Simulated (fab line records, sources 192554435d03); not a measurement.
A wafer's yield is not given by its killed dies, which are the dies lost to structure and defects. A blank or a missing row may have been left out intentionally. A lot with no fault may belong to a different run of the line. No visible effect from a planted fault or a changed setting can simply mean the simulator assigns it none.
A struck lot beside a sound one :: flow n5_finfet :: 20 steps out of a route of 1938
Sound: the wafers L397.2, L397.4, L397.5. Struck: wafers L381.1, L381.2, L381.3. The cause comes at the end.
Each step with rows lists, per side, the tool, then ch with its chambers, then its first start. Under that, the readings that differ: sound wafers :: struck wafers :: difference of the means :: sigmas: that difference in standard deviations of wafers without a fault.
alike: readings whose means differ by less than 2 such deviations, and words and numbers that are the same on both sides. not compared: withheld readings, readings that some wafer has no value for, bounds like >300 that may hide the same value, and numbers for which the record gives no deviation and whose values overlap.
A row with sigmas, a row that says differs or no value, or rows on one side alone: a step with any of these is where the two part. Numbers that have no deviation but don't overlap get no sigmas and don't part them. A reading that every wafer of one side lacks parts them only if that side has two wafers or more.

first, 9 steps without rows for these wafers: N5_BEOL_M0_CUTY_SOFTBAKE_53 (time 60 s); N5_BEOL_M0_CUTY_EXPOSE_54 (exposes mask M0 ABLK); N5_BEOL_M0_CUTY_PEB_55 (peb time 60 s); N5_BEOL_M0_CUTY_DEVELOP_56 (develop time 30 s); N5_BEOL_M0_CUTY_DESCUM_61 (chemistry O2, time 7.9 s); N5_BEOL_M0_CUTY_ETCH_62 (etches SiARC in CF4, time 58.5 s); N5_BEOL_M0_CUTY_ETCH_63 (etches SOC in N2/H2, target depth 82.7 nm, overetch 16.5 nm, time 124 s); N5_BEOL_M0_CUTY_STRIP_64 (strips in N2/H2); N5_BEOL_M0_ETCH_138 (etches SiCN in CH3F/O2, target depth 12 nm, time 31.6 s).
N5_BEOL_M0_HM_OPEN_105: chemistry Cl2/BCl3, target TiN, target depth 12 nm.
  sound on rie_metal-01 ch 0, day 11 03:52; struck on rie_metal-03 ch 0,1, day 7 00:46
  no value came back on the struck wafers for any of 6 readings (bcl3_flow_sccm (sccm), bias_w (W) and others); on the sound wafers bcl3_flow_sccm (sccm) reads 21.72 21.74 21.82
reading: model.SiO2_of_BEOL_M0_SAQP_SPACER2_ALD_26.thk_nm (nm)
sound: 2.6 2.6 2.4
struck: 5.2 5 5.2
difference: +2.6
sigmas: 
  not compared: rf_hours_counter_h
then, 3 steps without rows for these wafers: N5_BEOL_M0_STRIP_140 (strips in CF4); N5_BEOL_M0_STRIP_104 (strips in N2/H2); N5_BEOL_M0_WET_ETCH_106 (etches SiO2 in DHF, target depth 130 nm, rinse time 30 s).
N5_BEOL_M0_ETCH_128: etches SiCN in CF4/N2, target depth 12 nm, overetch 5.1 nm, time 21.4 s.
  sound on rie_diel-01 ch 1,3, day 11 04:31; struck on rie_diel-03 ch 0,1,2, day 7 01:05
reading: oes_product_au (a.u.)
sound: 0.58 0.59 0.59
struck: 0.33 0.28 0.26
difference: -0.30
sigmas: -5
  alike: bias_w, drypump_motor_current_A, rf_vpp_V, showerhead_plenum_p_Torr, throttle_valve_pct
  not compared: rf_hours_counter_h
then, 2 steps without rows for these wafers: N5_BEOL_M0_TRENCH_ETCH_107 (etches SiOC in C4F6/O2, target depth 32.8 nm, time 16.4 s); N5_BEOL_M0_STRIP_142 (strips in N2/H2, time 10 s).
N5_BEOL_M0_OCD_MEAS_108:
  sound: ocd-01 at day 11 04:40; struck: ocd-01 at day 7 01:14
reading: trench_depth_nm (nm)
sound: 33.3 33.0 33.3
struck: 0.2 0.2 0
difference: -33.1
sigmas: -67
then, 1 step without rows for these wafers: N5_BEOL_M0_HM_STRIP_129 (strips TiN in peroxide tin strip, target depth 17 nm, time 108 s).
N5_BEOL_M4_RC_MEAS_101:
  the record has rows for the sound wafers here (prober-02 ch 0, day 15 03:14) and none for the struck ones
-- record jumps: 8 days separate the struck wafers' starts on either side; left off in module BEOL_M4, taken up again in module PASSIVATION, whose first shown step is the route's number 1936 --
N5_PASSIVATION_PROBE_49:
  rows exist in the record for the struck wafers here (prober-01, day 15 07:31), but not for the sound ones

## WHERE THEY PART
Earliest at N5_BEOL_M0_HM_OPEN_105; latest, in this record, at N5_PASSIVATION_PROBE_49.

WHY: what had been put in by the simulator
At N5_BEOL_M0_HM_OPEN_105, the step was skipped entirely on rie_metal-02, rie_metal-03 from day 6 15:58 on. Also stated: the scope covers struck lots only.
